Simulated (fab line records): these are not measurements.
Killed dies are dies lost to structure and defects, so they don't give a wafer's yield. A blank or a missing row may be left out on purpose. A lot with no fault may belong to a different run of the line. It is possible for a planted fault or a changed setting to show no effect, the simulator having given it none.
Chamber matching	flow nand harc	NHARC_A_CHANNEL_HOLE_D1_DEP_01 on pecvd-02: 3 sister chambers
The step deposits SiON, target thk 140 nm. 15 wafers are shown with their chamber, then 7 later ones without.

## EACH WAFER AND ITS CHAMBER
wafer	chamber	heater power w (W)	rf fwd power W (W)
L732.1	2	689	348.2
L732.5	1	924	348.1
L732.6	2	712	348.3
L736.3	2	624	350.2
L736.5	0	617	350.2
L736.6	1	864	348.3
L737.4	1	861	347.3
L737.5	2	699	350.3
L737.6	0	555	348.4
L738.1	0	650	347.3
L738.2	1	730	346.6
L738.3	2	735	349.4
L740.1	1	771	349.2
L740.4	1	777	348.7
L740.6	2	773	348.1

SIGNATURES (averages over the wafers above)
reading	chamber 0	chamber 1	chamber 2	scatter within a chamber
heater power w	607.33	821.17	705.33	60.5
rf fwd power W	348.633	348.033	349.083	1.08
Rule: for each reading, subtract the chamber's mean from the wafer's reading, divide by that reading's scatter and square the result; add these up over the readings and take the root, which gives the wafer's distance from the chamber. If the next closest chamber is less than 2 further off than the closest, the wafer can't be placed; otherwise it belongs to the closest. How the scatter is found: for the shown wafers, subtract from each reading the mean of its chamber, square and add these, divide the total by (wafers less chambers), then take the root.

## WAFERS WITHOUT THEIR CHAMBER
wafer	heater power w (W)	rf fwd power W (W)
L743.1	717	348.0
L743.4	714	347.3
L743.6	642	348.5
L747.3	890	348.5
L754.1	778	347.4
L754.4	714	347.0
L754.5	775	348.8

## EACH ONE'S CHAMBER
wafer	from the rows above	in truth
L743.1	can't be placed: 2 or 1 or 0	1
L743.4	can't be placed: 2 or 1 or 0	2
L743.6	can't be placed: 0 or 2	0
L747.3	can't be placed: 1 or 2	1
L754.1	can't be placed: 1 or 2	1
L754.4	can't be placed: 2 or 1 or 0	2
L754.5	can't be placed: 1 or 2 or 0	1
0 of 7 placed correctly. Unplaceable from these rows: 7, with the true chamber sitting among the candidates in 7. Placed wrongly: 0.
